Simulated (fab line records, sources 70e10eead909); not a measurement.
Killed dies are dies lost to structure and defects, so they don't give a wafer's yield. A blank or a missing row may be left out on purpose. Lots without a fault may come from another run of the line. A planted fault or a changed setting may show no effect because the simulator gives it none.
fab line records | flow nand_harc
record lots=23 wafers=69 last_day=26
route steps=1159 shown A_STAIRCASE@551
lots that met no fault: from a run of the same line without faults
start_h: hours from the record's first day to the start of the lot's first wafer shown | wait_h: hours since the lot's step before | " the same as in the row above | L1.1+2: a row that stands for several wafers | - no value, or no start given | * or withheld: withheld | < > ~ a bound
route shown NAME@n: a module of which the file shows steps, and the number in the route of the first | usual: mean/standard deviation of fault-free wafers | same: alike in all rows | chamber/n: place in a boat | sites: the reading at each site | _std_site: their standard deviation | _edge_site: outer sites' mean less inner sites' | radius_mm: how far each site lies from the wafer's centre | mask NAME#n: copy n | behind: the tool/chamber that last shaped the wafer | hold: why the lot was held/for how many hours/how that ended | device: the transistor (n, p or np) that didn't switch | end of line: the same wafers' tests at the end of the route | a step without rows: its recipe alone | killed: dies lost to structure and defects at the first sort, not the wafer's yield | map: a wafer's dies, x killed, . not, _ none there
set.NAME: the setting as run; set.NAME@STEP: as run at that earlier step | model.NAME: the simulator's own value behind a step, which no gauge read
steps of the route over a sample of lots; a table a step, a row a wafer
services: from which hour (start_h, from the record's first day; less than 0 if before it) a tool's chamber was out of use, for how many hours, and why
## steps
# step NHARC_A_STAIRCASE_ETCH_15
# recipe target_depth_a=1000 time_s=40.5 ion_energy_ev=400 c4f8_flow_sccm=20 o2_flow_sccm=10 ar_flow_sccm=withheld rf_w=600 bias_w=1000 chemistry=C4F8/O2
# usual oes_product_au=0.940/0.014 rf_fwd_power_W=591.7/2.5 rf_vpp_V=896/4.8
# columns lot.wafer tool chamber start_h wait_h oes_product_au rf_fwd_power_W rf_hours_counter_h rf_vpp_V
L075.3 rie_diel-05 2 - - 0.946 594.4 26 898
L075.4 " 3 " " 0.922 594.4 24 890
L075.6 " 2 " " 0.955 593.0 - 898
L076.1 rie_diel-13 2 - - 0.923 590.4 55 900
L076.4 " 3 " " 0.945 596.8 47 901
L076.2 " 0 " " 0.932 595.6 51 888
L074.2 rie_diel-13 0 - - 0.932 594.5 54 887
L074.6 " 1 " " 0.938 591.3 - 897
L074.5 " 2 " " 0.933 588.0 - 899
L079.1 rie_diel-05 3 - - 0.929 591.4 30 890
L079.4 " 0 " " 0.943 595.5 30 891
L079.2 " 2 " " 0.939 592.0 32 897
L078.2 rie_diel-05 3 - - 0.930 590.4 30 891
L078.4 " 1 " " 0.931 590.0 34 899
L078.6 " 3 " " 0.914 592.0 - 890
L080.4 rie_diel-05 2 - - 0.950 593.0 40 897
L080.2 " 3 " " 0.935 588.8 37 890
L080.1 " 0 " " 0.946 593.9 38 891
L082.1 rie_diel-09 3 - - 0.929 589.1 4 896
L082.2 " 0 " " 0.942 593.0 4 901
L082.3 " 2 " " 0.940 585.2 5 898
L081.3 rie_diel-05 1 - - 0.940 590.1 44 900
L081.4 " 2 " " 0.959 590.2 42 896
L081.6 " 0 " " 0.944 592.2 - 890
L083.4 rie_diel-13 2 - - 0.945 592.8 0 901
L083.5 " 2 " " 0.927 593.5 - 900
L083.6 " 3 " " 0.963 591.3 - 902
L084.2 rie_diel-09 0 - - 0.936 595.2 9 900
L084.3 " 1 " " 0.939 590.5 10 900
L084.5 " 1 " " 0.937 591.5 - 901
L088.1 rie_diel-13 2 - - 0.935 590.6 6 901
L088.6 " 3 " " 0.946 591.8 - 901
L088.5 " 0 " " 0.935 593.7 - 887
L085.4 rie_diel-05 1 - - 0.926 588.0 51 899
L085.5 " 0 " " 0.943 592.2 - 890
L085.6 " 1 " " 0.946 589.0 - 900
L086.2 rie_diel-05 3 - - 0.934 589.4 52 890
L086.3 " 1 " " 0.945 589.2 55 900
L086.5 " 3 " " 0.938 588.5 - 891
L087.3 rie_diel-09 1 - - 0.957 589.2 25 900
L087.4 " 2 " " 0.970 586.8 25 898
L087.5 " 1 " " 0.958 590.5 - 900
L090.3 rie_diel-13 2 - - 0.910 591.8 16 900
L090.4 " 0 " " 0.931 593.0 15 887
L090.5 " 2 " " 0.924 590.1 - 901
L089.2 rie_diel-13 3 - - 0.933 590.5 15 902
L089.3 " 1 " " 0.936 592.3 16 896
L089.5 " 0 " " 0.916 592.5 - 888
L091.2 rie_diel-13 0 - - 0.922 593.1 17 885
L091.1 " 1 " " 0.930 592.1 18 896
L091.5 " 0 " " 0.925 593.7 - 888
L092.1 rie_diel-09 0 - - 0.936 590.5 29 901
L092.6 " 3 " " 0.936 589.9 - 897
L092.5 " 0 " " 0.947 595.9 - 902
L093.1 rie_diel-09 1 - - 0.956 592.5 32 900
L093.3 " 2 " " 0.987 585.1 32 899
L093.5 " 0 " " 0.961 592.4 - 901
L094.4 rie_diel-09 1 - - 0.931 589.7 36 898
L094.3 " 2 " " 0.964 586.6 37 898
L094.5 " 1 " " 0.934 588.3 - 899
L095.1 rie_diel-13 3 - - 0.937 595.4 27 901
L095.2 " 2 " " 0.925 590.4 27 900
L095.5 " 3 " " 0.946 594.3 - 900
L096.3 rie_diel-13 3 - - 0.932 596.1 31 901
L096.1 " 0 " " 0.917 594.8 29 886
L096.2 " 2 " " 0.923 593.8 30 899
L097.3 rie_diel-13 1 - - 0.932 590.3 32 898
L097.2 " 2 " " 0.918 588.7 35 899
L097.6 " 3 " " 0.939 594.4 - 900
# step NHARC_A_STAIRCASE_ETCH_23
# recipe target_depth_a=1000 time_s=40.5 ion_energy_ev=400 c4f8_flow_sccm=20 o2_flow_sccm=10 ar_flow_sccm=withheld rf_w=600 bias_w=1000 chemistry=C4F8/O2
# usual oes_product_au=0.943/0.014 rf_fwd_power_W=591.5/3 rf_vpp_V=896/4.5
# columns lot.wafer tool chamber start_h wait_h oes_product_au rf_fwd_power_W rf_hours_counter_h rf_vpp_V
L075.4 rie_diel-05 0 - - 0.973 596.7 24 891
L075.3 " 2 " " 0.961 591.6 27 898
L075.6 " 3 " " 0.945 593.5 - 889
L076.4 rie_diel-13 0 - - 0.950 593.1 52 888
L076.1 " 1 " " 0.946 591.7 54 897
L076.2 " 3 " " 0.947 596.1 47 903
L074.2 rie_diel-05 3 - - 0.928 588.5 28 890
L074.5 " 1 " " 0.938 589.1 - 899
L074.6 " 2 " " 0.933 590.7 - 899
L079.4 rie_diel-05 0 - - 0.934 596.6 32 890
L079.2 " 1 " " 0.926 588.0 35 900
L079.1 " 2 " " 0.952 593.4 34 899
L078.2 rie_diel-05 0 - - 0.951 595.9 32 892
L078.4 " 2 " " 0.940 588.3 35 896
L078.6 " 1 " " 0.945 589.2 - 899
L080.1 rie_diel-09 1 - - 0.949 594.5 8 900
L080.4 " 2 " " 0.929 585.5 8 898
L080.2 " 3 " " 0.918 591.5 7 897
L082.2 rie_diel-09 1 - - 0.938 590.4 9 900
L082.1 " 2 " " 0.950 587.0 9 898
L082.3 " 3 " " 0.937 592.7 8 897
L081.3 rie_diel-13 2 - - 0.936 589.3 1 900
L081.4 " 1 " " 0.943 593.1 1 898
L081.6 " 2 " " 0.940 588.2 - 901
L083.4 rie_diel-09 0 - - 0.949 596.5 9 901
L083.5 " 3 " " 0.943 588.9 - 898
L083.6 " 0 " " 0.951 594.9 - 900
L084.3 rie_diel-13 0 - - 0.939 594.1 1 888
L084.2 " 1 " " 0.940 590.8 1 899
L084.5 " 0 " " 0.930 594.2 - 888
L085.4 rie_diel-05 3 - - 0.934 593.8 49 890
L085.6 " 0 " " 0.961 592.6 - 890
L085.5 " 1 " " 0.954 584.5 - 898
L088.1 rie_diel-13 3 - - 0.941 592.4 8 901
L088.5 " 0 " " 0.916 594.5 - 889
L088.6 " 1 " " 0.945 591.8 - 896
L086.2 rie_diel-09 0 - - 0.932 593.6 19 902
L086.3 " 1 " " 0.931 584.1 20 899
L086.5 " 2 " " 0.935 588.4 - 898
L087.3 rie_diel-09 1 - - 0.932 593.6 25 899
L087.4 " 2 " " 0.934 586.6 25 896
L087.5 " 0 " " 0.946 594.9 - 901
L090.4 rie_diel-09 3 - - 0.948 592.5 19 898
L090.3 " 0 " " 0.982 593.8 26 901
L090.5 " 2 " " 0.952 583.6 - 898
L089.2 rie_diel-05 1 - - 0.951 588.7 60 899
L089.3 " 2 " " 0.964 592.9 59 898
L089.5 " 0 " " 0.950 591.4 - 892
L091.1 rie_diel-13 3 - - 0.953 594.7 18 902
L091.2 " 0 " " 0.937 593.7 18 887
L091.5 " 3 " " 0.948 591.8 - 899
L092.1 rie_diel-05 0 - - 0.963 590.6 62 892
L092.6 " 1 " " 0.980 592.0 - 897
L092.5 " 2 " " 0.988 593.0 - 897
L093.3 rie_diel-09 0 - - 0.949 590.8 31 900
L093.1 " 1 " " 0.936 589.9 32 898
L093.5 " 1 " " 0.937 589.4 - 898
L094.4 rie_diel-05 2 - - 0.958 591.9 1 897
L094.3 " 3 " " 0.941 591.7 1 890
L094.5 " 1 " " 0.950 587.0 - 899
L095.1 rie_diel-05 2 - - 0.945 593.1 3 897
L095.2 " 3 " " 0.927 591.9 2 890
L095.5 " 0 " " 0.932 592.5 - 891
L096.3 rie_diel-13 2 - - 0.921 592.3 31 898
L096.1 " 3 " " 0.959 594.2 32 901
L096.2 " 0 " " 0.937 596.2 29 887
L097.3 rie_diel-13 1 - - 0.933 591.0 32 897
L097.2 " 2 " " 0.939 588.7 35 899
L097.6 " 1 " " 0.935 591.1 - 896
# step NHARC_A_STAIRCASE_ETCH_188
# recipe target_depth_a=1000 time_s=40.5 ion_energy_ev=400 c4f8_flow_sccm=20 o2_flow_sccm=10 ar_flow_sccm=withheld rf_w=600 bias_w=1000 chemistry=C4F8/O2
# usual oes_product_au=0.939/0.014 rf_fwd_power_W=591.3/3 rf_vpp_V=896/4.6
# columns lot.wafer tool chamber start_h wait_h oes_product_au rf_fwd_power_W rf_hours_counter_h rf_vpp_V
L075.4 rie_diel-05 3 - - 0.924 589.1 25 890
L075.3 " 0 " " 0.938 596.3 25 890
L075.6 " 2 " " 0.941 590.4 - 897
L076.2 rie_diel-13 3 - - 0.960 591.8 48 904
L076.1 " 0 " " 0.964 596.1 52 888
L076.4 " 1 " " 0.944 593.6 54 895
L074.2 rie_diel-05 0 - - 0.944 592.3 29 891
L074.6 " 1 " " 0.931 588.7 - 899
L074.5 " 2 " " 0.957 591.5 - 898
L079.2 rie_diel-09 2 - - 0.946 586.2 0 897
L079.4 " 3 " " 0.952 595.3 0 898
L079.1 " 0 " " 0.945 594.2 0 902
L078.2 rie_diel-05 1 - - 0.930 588.5 37 899
L078.4 " 3 " " 0.933 591.1 34 890
L078.6 " 1 " " 0.932 588.1 - 900
L080.4 rie_diel-13 1 - - 0.923 587.3 1 897
L080.2 " 2 " " 0.917 588.1 1 900
L080.1 " 0 " " 0.914 592.4 1 888
L082.2 rie_diel-05 2 - - 0.967 590.1 44 898
L082.1 " 3 " " 0.951 594.6 42 890
L082.3 " 0 " " 0.958 597.1 42 890
L081.4 rie_diel-09 0 - - 0.948 593.8 10 902
L081.3 " 1 " " 0.942 587.3 10 900
L081.6 " 0 " " 0.950 593.1 - 901
L084.2 rie_diel-05 1 - - 0.954 590.6 46 900
L084.3 " 2 " " 0.961 591.1 45 898
L084.5 " 0 " " 0.951 596.4 - 891
L083.4 rie_diel-05 2 - - 0.941 593.5 45 897
L083.5 " 2 " " 0.948 590.2 - 898
L083.6 " 3 " " 0.924 590.4 - 889
L085.6 rie_diel-09 2 - - 0.929 587.3 - 899
L085.4 " 0 " " 0.930 593.5 - 900
L085.5 " 1 " " 0.922 588.8 - 900
L088.1 rie_diel-05 0 - - 0.932 595.5 52 891
L088.5 " 3 " " 0.925 590.4 - 889
L088.6 " 0 " " 0.936 592.3 - 890
L086.2 rie_diel-05 3 - - 0.953 593.6 53 889
L086.3 " 0 " " 0.959 594.9 54 891
L086.5 " 2 " " 0.971 591.3 - 898
L087.3 rie_diel-05 2 - - 0.938 591.3 57 897
L087.4 " 3 " " 0.922 592.8 57 889
L087.5 " 0 " " 0.928 595.1 - 891
L090.4 rie_diel-09 3 - - 0.924 592.7 20 898
L090.3 " 1 " " 0.944 589.9 28 899
L090.5 " 0 " " 0.934 595.9 - 901
L089.2 rie_diel-05 1 - - 0.947 588.2 61 898
L089.3 " 3 " " 0.942 596.6 59 890
L089.5 " 0 " " 0.955 595.2 - 890
L091.1 rie_diel-09 3 - - 0.935 591.4 24 896
L091.2 " 0 " " 0.950 594.0 30 902
L091.5 " 1 " " 0.927 591.5 - 901
L092.1 rie_diel-13 3 - - 0.949 592.7 19 898
L092.5 " 3 " " 0.944 593.2 - 899
L092.6 " 0 " " 0.921 592.9 - 886
L093.1 rie_diel-13 3 - - 0.919 593.1 21 901
L093.3 " 0 " " 0.926 593.8 20 889
L093.5 " 1 " " 0.925 592.9 - 897
L094.4 rie_diel-05 2 - - 0.932 589.2 2 897
L094.3 " 3 " " 0.935 590.7 1 889
L094.5 " 1 " " 0.917 588.3 - 899
L095.1 rie_diel-05 0 - - 0.934 595.6 4 892
L095.2 " 2 " " 0.944 591.9 4 898
L095.5 " 0 " " 0.937 591.4 - 891
L096.1 rie_diel-05 3 - - 0.949 591.3 6 888
L096.2 " 0 " " 0.973 596.7 6 890
L096.3 " 1 " " 0.941 586.8 6 899
L097.3 rie_diel-13 2 - - 0.923 591.1 36 900
L097.2 " 1 " " 0.938 590.4 33 897
L097.6 " 3 " " 0.946 593.4 - 902
# step NHARC_A_STAIRCASE_DESCUM_219
# recipe time_s=3 o2_flow_sccm=200 ar_flow_sccm=0 bias_power_w=0 chemistry=O2
# usual drypump_motor_current_A=5.8/0.6 oes_product_au=1.000/0.011 rf_vpp_V=57.8/0.91 showerhead_plenum_p_Torr=1.91/0.074 throttle_valve_pct=11.310/0.0099
# columns lot.wafer tool chamber start_h wait_h drypump_motor_current_A oes_product_au rf_hours_counter_h rf_vpp_V showerhead_plenum_p_Torr throttle_valve_pct
L075.3 rie_diel-13 3 251.13 - 5.0 0.998 49 57.1 2.00 11.307
L075.4 " 2 " " 6.0 0.994 57 57.1 1.98 11.330
L075.6 " 0 " " 6.1 0.991 - 57.2 1.78 11.310
L076.1 rie_diel-09 1 251.29 - 5.8 0.979 62 59.9 1.98 11.317
L076.4 " 2 " " 5.8 0.986 63 58.2 1.95 11.334
L076.2 " 3 " " 4.8 0.997 61 56.7 1.94 11.308
L074.2 rie_diel-05 2 263.56 - 5.3 1.019 36 57.5 1.94 11.297
L074.5 " 3 " " 6.7 0.996 - 57.7 1.82 11.293
L074.6 " 0 " " 6.5 1.012 - 58.2 1.83 11.316
L078.2 rie_diel-09 1 269.02 - 5.7 0.996 2 57.1 1.98 11.308
L078.4 " 2 " " 5.7 1.007 2 59.0 1.95 11.304
L078.6 " 0 " " 5.7 1.011 - 58.0 2.01 11.314
L079.1 rie_diel-13 0 269.15 - 6.1 0.992 62 55.1 1.78 11.308
L079.2 " 2 " " 6.0 0.987 68 58.2 1.98 11.303
L079.4 " 3 " " 5.0 1.002 60 57.1 2.00 11.306
L080.1 rie_diel-05 1 291.10 - 5.3 0.998 46 58.7 1.96 11.309
L080.4 " 3 " " 6.6 1.000 44 58.2 1.82 11.311
L080.2 " 0 " " 6.5 1.021 44 57.6 1.82 11.313
L082.2 rie_diel-13 3 291.26 - 5.0 1.002 3 57.4 2.00 11.309
L082.1 " 0 " " 6.1 0.987 3 58.8 1.78 11.314
L082.3 " 1 " " 6.4 0.984 3 59.7 1.93 11.310
L081.4 rie_diel-13 1 292.64 - 6.4 0.992 4 57.9 1.93 11.302
L081.3 " 2 " " 6.0 0.989 4 58.6 1.98 11.311
L081.6 " 2 " " 6.0 0.986 - 58.3 1.98 11.306
L084.3 rie_diel-05 2 293.34 - 5.3 1.024 46 57.5 1.94 11.305
L084.2 " 0 " " 6.5 1.008 45 56.3 1.82 11.321
L084.5 " 2 " " 5.3 1.019 - 58.8 1.94 11.316
L083.4 rie_diel-05 0 294.10 - 6.5 1.006 46 56.8 1.82 11.305
L083.6 " 3 " " 6.6 0.994 - 58.3 1.81 11.297
L083.5 " 0 " " 6.5 1.008 - 58.8 1.82 11.295
L088.1 rie_diel-09 2 316.04 - 5.8 1.015 21 59.1 1.95 11.323
L088.6 " 2 " " 5.8 1.017 - 58.4 1.95 11.315
L088.5 " 0 " " 5.6 0.993 - 59.0 2.00 11.315
L085.4 rie_diel-13 3 316.31 - 5.0 1.007 11 60.4 2.00 11.302
L085.5 " 2 " " 5.9 0.990 - 57.5 1.97 11.305
L085.6 " 3 " " 5.0 1.006 - 58.0 2.00 11.315
L086.2 rie_diel-13 2 321.12 - 6.0 0.983 13 58.9 1.97 11.301
L086.3 " 0 " " 6.1 0.996 12 57.2 1.78 11.312
L086.5 " 3 " " 5.0 1.000 - 59.0 2.00 11.319
L087.3 rie_diel-05 3 328.98 - 6.7 1.000 58 57.5 1.81 11.309
L087.4 " 0 " " 6.5 0.999 59 57.1 1.82 11.328
L087.5 " 3 " " 6.6 0.997 - 56.5 1.81 11.307
L090.3 rie_diel-05 0 334.04 - 6.5 1.013 61 57.8 1.82 11.326
L090.4 " 1 " " 5.2 1.002 62 58.8 1.96 11.289
L090.5 " 0 " " 6.5 1.003 - 58.3 1.82 11.290
L089.3 rie_diel-05 0 334.25 - 6.5 1.005 61 57.8 1.82 11.316
L089.2 " 1 " " 5.2 1.001 63 58.6 1.96 11.314
L089.5 " 0 " " 6.5 0.996 - 57.1 1.82 11.302
L091.1 rie_diel-09 3 342.91 - 4.8 1.003 25 57.6 1.93 11.304
L091.2 " 1 " " 5.8 1.003 33 56.5 1.97 11.319
L091.5 " 3 " " 4.8 0.993 - 56.8 1.93 11.308
L092.1 rie_diel-09 3 343.15 - 4.7 0.994 26 56.8 1.93 11.310
L092.6 " 2 " " 5.8 1.018 - 57.9 1.94 11.307
L092.5 " 3 " " 4.8 0.992 - 58.1 1.93 11.313
L093.1 rie_diel-09 0 348.85 - 5.7 1.010 34 57.8 2.00 11.310
L093.3 " 1 " " 5.7 0.993 35 56.6 1.96 11.310
L093.5 " 2 " " 5.8 1.004 - 57.9 1.94 11.312
L094.3 rie_diel-05 2 359.07 - 5.3 1.008 3 56.8 1.93 11.304
L094.4 " 3 " " 6.7 1.001 3 58.3 1.81 11.325
L094.5 " 3 " " 6.6 0.991 - 57.9 1.81 11.314
L095.2 rie_diel-13 2 366.32 - 5.9 0.983 31 59.4 1.97 11.318
L095.1 " 3 " " 5.0 1.004 32 58.8 1.99 11.316
L095.5 " 1 " " 6.4 0.997 - 57.3 1.92 11.312
L096.2 rie_diel-05 1 371.89 - 5.2 0.979 7 57.0 1.95 11.313
L096.1 " 2 " " 5.3 1.000 7 57.9 1.93 11.314
L096.3 " 3 " " 6.7 0.991 7 57.4 1.81 11.321
L097.2 rie_diel-05 2 382.12 - 5.3 1.001 11 57.6 1.93 11.325
L097.3 " 0 " " 6.5 0.993 13 57.0 1.81 11.306
L097.6 " 2 " " 5.3 1.013 - 57.0 1.93 11.293
# step NHARC_A_STAIRCASE_DEP_259
# recipe target_thk_a=300 target_thk_nm=30 temp_c=400 pressure_torr=3.5 flow_sccm=200 rf_w=350 material=SiON
# usual heater_power_outer_w=419/68 heater_power_w=705/100 rf_fwd_power_W=348.7/1.2
# columns lot.wafer tool chamber start_h wait_h heater_power_outer_w heater_power_w rf_fwd_power_W
L075.3 pecvd-02 2 257.85 1.0 420 655 347.6
L075.4 " 1 " " 367 634 346.2
L075.6 " 2 " " 439 686 348.5
L076.2 pecvd-01 1 259.66 1.3 344 545 347.9
L076.1 " 2 " " 513 820 348.6
L076.4 " 1 " " 342 562 349.3
L074.2 pecvd-02 1 270.94 1.2 361 621 347.6
L074.6 " 1 " " 352 606 347.4
L074.5 " 0 " " 343 657 347.7
L079.2 pecvd-01 1 276.37 1.3 357 568 349.2
L079.1 " 2 " " 538 864 348.1
L079.4 " 2 " " 526 846 348.2
L078.2 pecvd-04 0 278.18 1.3 433 708 349.6
L078.4 " 0 " " 440 709 349.4
L078.6 " 2 " " 386 652 348.3
L080.2 pecvd-02 2 298.34 1.3 466 714 346.4
L080.1 " 0 " " 354 669 345.2
L080.4 " 2 " " 478 746 346.8
L082.1 pecvd-01 1 299.60 1.6 288 479 348.5
L082.3 " 2 " " 534 844 349.2
L082.2 " 0 " " 454 816 349.8
L081.3 pecvd-02 2 303.22 1.0 450 715 348.5
L081.4 " 1 " " 334 586 349.3
L081.6 " 0 " " 302 591 348.8
L084.3 pecvd-04 0 305.13 1.1 383 637 349.2
L084.2 " 2 " " 432 708 349.2
L084.5 " 1 " " 477 776 347.9
L083.5 pecvd-02 2 306.90 0.4 420 661 346.1
L083.4 " 0 " " 385 733 346.4
L083.6 " 1 " " 340 576 349.5
L088.1 pecvd-01 2 324.00 1.6 520 807 349.8
L088.6 " 2 " " 512 848 349.4
L088.5 " 0 " " 463 847 350.4
L085.6 pecvd-02 2 325.13 0.1 469 733 348.5
L085.4 " 0 " " 363 699 347.5
L085.5 " 1 " " 342 600 348.4
L086.2 pecvd-01 1 329.51 1.3 356 585 349.5
L086.3 " 2 " " 529 843 349.4
L086.5 " 1 " " 361 594 349.2
L087.3 pecvd-04 2 337.45 1.0 445 732 349.9
L087.5 " 0 " " 403 658 349.4
L087.4 " 2 " " 442 726 351.2
L090.3 pecvd-01 2 340.89 1.0 480 778 348.8
L090.5 " 1 " " 347 547 350.1
L090.4 " 0 " " 465 831 347.5
L089.2 pecvd-01 0 341.06 1.3 392 751 350.2
L089.3 " 1 " " 341 565 348.4
L089.5 " 1 " " 342 549 349.2
L091.2 pecvd-04 1 351.17 1.3 517 813 346.6
L091.1 " 2 " " 424 707 348.8
L091.5 " 1 " " 522 824 347.5
L092.1 pecvd-01 2 353.00 1.5 477 774 348.7
L092.5 " 0 " " 433 819 348.6
L092.6 " 1 " " 281 475 347.5
L093.3 pecvd-04 2 356.01 1.0 402 682 347.9
L093.1 " 1 " " 525 838 347.4
L093.5 " 2 " " 413 681 348.9
L094.3 pecvd-04 0 368.77 0.9 388 660 349.6
L094.5 " 0 " " 383 665 350.2
L094.4 " 1 " " 552 860 350.1
L095.1 pecvd-04 0 376.39 1.5 439 714 349.0
L095.2 " 1 " " 488 795 349.0
L095.5 " 0 " " 440 714 349.3
L096.1 pecvd-01 2 383.78 2.2 446 754 348.8
L096.2 " 0 " " 405 758 350.1
L096.3 " 1 " " 353 565 349.9
L097.2 pecvd-01 0 389.44 1.3 407 758 349.5
L097.3 " 1 " " 361 601 348.7
L097.6 " 2 " " 533 849 347.0
# step NHARC_A_STAIRCASE_ETCH_452
# recipe target_depth_a=300 overetch_a=30 time_s=16.5 ion_energy_ev=100 cf4_flow_sccm=80 o2_flow_sccm=20 ar_flow_sccm=0 rf_w=300 bias_w=100 chemistry=CF4/O2
# usual drypump_motor_current_A=5.8/0.61 oes_product_au=0.999/0.012 rf_fwd_power_W=293.5/1.4 rf_vpp_V=197.7/1.3 showerhead_plenum_p_Torr=1.33/0.049 throttle_valve_pct=13.397/0.0088
# columns lot.wafer tool chamber start_h wait_h drypump_motor_current_A oes_product_au rf_fwd_power_W rf_hours_counter_h rf_vpp_V showerhead_plenum_p_Torr throttle_valve_pct
L075.3 rie_diel-05 3 - - 6.6 0.995 292.8 31 195.2 1.27 13.389
L075.4 " 0 " " 6.5 1.012 293.5 31 195.9 1.28 13.409
L075.6 " 2 " " 5.3 1.022 291.1 - 199.1 1.35 13.415
L076.2 rie_diel-05 3 - - 6.6 0.997 293.1 32 196.5 1.27 13.405
L076.1 " 0 " " 6.5 1.000 294.5 32 196.8 1.28 13.395
L076.4 " 1 " " 5.2 0.991 293.2 36 198.3 1.37 13.390
L074.2 rie_diel-05 0 - - 6.5 1.002 295.3 36 195.6 1.28 13.403
L074.5 " 1 " " 5.2 0.998 291.2 - 198.7 1.37 13.381
L074.6 " 2 " " 5.3 1.021 292.0 - 198.3 1.35 13.395
L079.4 rie_diel-09 3 - - 4.7 0.993 292.0 3 198.5 1.35 13.399
L079.1 " 0 " " 5.6 1.010 294.7 3 198.7 1.40 13.397
L079.2 " 2 " " 5.7 0.999 293.8 3 197.5 1.36 13.399
L078.2 rie_diel-09 1 - - 5.7 0.994 292.6 5 199.3 1.38 13.396
L078.4 " 0 " " 5.6 1.012 295.5 4 199.7 1.40 13.395
L078.6 " 1 " " 5.7 0.989 290.3 - 198.7 1.38 13.398
L080.2 rie_diel-09 1 - - 5.8 0.989 292.9 15 199.3 1.37 13.391
L080.4 " 2 " " 5.7 0.999 292.8 15 197.7 1.36 13.389
L080.1 " 3 " " 4.7 0.981 292.9 14 198.8 1.35 13.410
L082.3 rie_diel-05 3 - - 6.6 1.009 293.4 47 194.9 1.27 13.388
L082.2 " 0 " " 6.5 1.005 293.9 47 196.4 1.27 13.377
L082.1 " 1 " " 5.2 0.999 292.3 49 198.0 1.37 13.410
L081.4 rie_diel-13 0 - - 6.1 1.001 296.1 5 196.0 1.24 13.411
L081.3 " 1 " " 6.4 1.001 293.1 5 197.9 1.34 13.416
L081.6 " 0 " " 6.1 0.994 296.2 - 197.1 1.24 13.399
L084.3 rie_diel-13 3 - - 5.0 1.000 294.5 7 200.1 1.39 13.395
L084.2 " 1 " " 6.4 0.997 293.4 6 198.7 1.34 13.395
L084.5 " 2 " " 6.0 0.985 295.0 - 200.0 1.38 13.394
L083.4 rie_diel-05 3 - - 6.7 0.997 291.5 49 196.8 1.27 13.399
L083.6 " 3 " " 6.6 0.994 291.5 - 195.6 1.27 13.400
L083.5 " 0 " " 6.5 1.009 296.2 - 197.1 1.27 13.398
L088.1 rie_diel-09 1 - - 5.8 0.994 292.1 26 197.3 1.37 13.406
L088.6 " 3 " " 4.7 0.982 295.1 - 197.2 1.35 13.409
L088.5 " 0 " " 5.7 1.002 295.8 - 198.8 1.39 13.395
L085.4 rie_diel-05 1 - - 5.2 1.009 292.1 59 197.9 1.37 13.392
L085.5 " 3 " " 6.6 1.005 292.7 - 197.7 1.27 13.397
L085.6 " 0 " " 6.5 1.012 295.4 - 196.6 1.27 13.390
L086.2 rie_diel-13 2 - - 6.0 0.981 292.0 17 197.1 1.37 13.395
L086.3 " 3 " " 5.0 1.006 293.9 16 199.5 1.39 13.380
L086.5 " 2 " " 6.0 0.978 292.3 - 197.2 1.37 13.414
L087.3 rie_diel-05 3 - - 6.6 0.998 293.9 62 197.2 1.26 13.400
L087.4 " 1 " " 5.2 1.006 292.9 64 201.2 1.37 13.405
L087.5 " 3 " " 6.7 1.003 292.1 - 197.3 1.26 13.399
L090.4 rie_diel-13 1 - - 6.4 1.002 291.5 20 199.2 1.34 13.390
L090.3 " 2 " " 5.9 0.982 294.3 21 198.4 1.37 13.394
L090.5 " 1 " " 6.4 1.009 292.4 - 197.9 1.34 13.403
L089.2 rie_diel-13 1 - - 6.4 0.999 293.8 21 196.9 1.34 13.407
L089.3 " 0 " " 6.1 0.988 296.3 20 195.1 1.24 13.402
L089.5 " 2 " " 6.0 0.987 292.9 - 198.6 1.37 13.389
L091.1 rie_diel-13 0 - - 6.1 0.977 294.7 23 195.3 1.24 13.402
L091.2 " 1 " " 6.4 0.996 294.3 24 198.0 1.34 13.387
L091.5 " 1 " " 6.4 0.995 293.2 - 198.5 1.34 13.391
L092.1 rie_diel-05 0 - - 6.5 1.010 294.4 1 195.4 1.27 13.396
L092.5 " 1 " " 5.2 1.002 293.5 - 198.8 1.36 13.389
L092.6 " 2 " " 5.3 1.019 292.7 - 196.5 1.35 13.400
L093.3 rie_diel-13 2 - - 5.9 0.977 292.6 28 198.2 1.37 13.399
L093.1 " 0 " " 6.1 0.985 296.0 26 196.5 1.24 13.391
L093.5 " 2 " " 5.9 0.965 292.5 - 198.1 1.37 13.391
L094.4 rie_diel-05 1 - - 5.2 0.989 293.3 6 198.3 1.36 13.389
L094.3 " 0 " " 6.5 1.000 294.7 6 196.1 1.27 13.391
L094.5 " 1 " " 5.2 0.994 294.4 - 199.3 1.36 13.404
L095.1 rie_diel-05 2 - - 5.3 1.005 292.8 10 198.2 1.34 13.393
L095.2 " 0 " " 6.5 0.998 294.7 10 196.6 1.27 13.383
L095.5 " 3 " " 6.6 0.995 292.3 - 195.9 1.26 13.388
L096.3 rie_diel-09 3 - - 4.7 1.003 291.7 42 197.2 1.34 13.398
L096.1 " 1 " " 5.8 1.000 292.2 49 197.3 1.37 13.384
L096.2 " 2 " " 5.7 1.013 291.6 40 198.2 1.35 13.418
L097.2 rie_diel-05 0 - - 6.5 0.994 294.5 14 197.3 1.27 13.405
L097.3 " 1 " " 5.2 0.975 292.5 18 197.2 1.36 13.406
L097.6 " 0 " " 6.5 0.994 295.1 - 197.0 1.27 13.391
## services
# columns tool chamber start_h hours kind
rie_diel-05 0 221.76 - clean
rie_diel-05 1 221.76 - clean
rie_diel-05 2 221.76 - clean
rie_diel-05 3 221.76 - clean
pecvd-01 - 230.57 0.6 repair
pecvd-01 - 237.03 13.0 pm
rie_diel-05 0 246.26 - clean
rie_diel-05 1 246.26 - clean
rie_diel-05 2 246.26 - clean
rie_diel-05 3 246.26 - clean
rie_diel-09 - 254.22 9.0 pm
rie_diel-05 0 270.76 - clean
rie_diel-05 1 270.76 - clean
rie_diel-05 2 270.76 - clean
rie_diel-05 3 270.76 - clean
rie_diel-13 - 276.17 9.0 pm
pecvd-01 - 292.38 1.7 repair
pecvd-02 - 334.32 13.0 pm
rie_diel-09 0 353.62 40.8 repair
rie_diel-09 2 354.77 10.6 repair
rie_diel-09 2 366.19 2.7 repair
pecvd-04 - 376.57 13.0 pm
rie_diel-05 0 384.98 7.7 repair
rie_diel-05 3 385.22 1.5 repair
## key
fault none
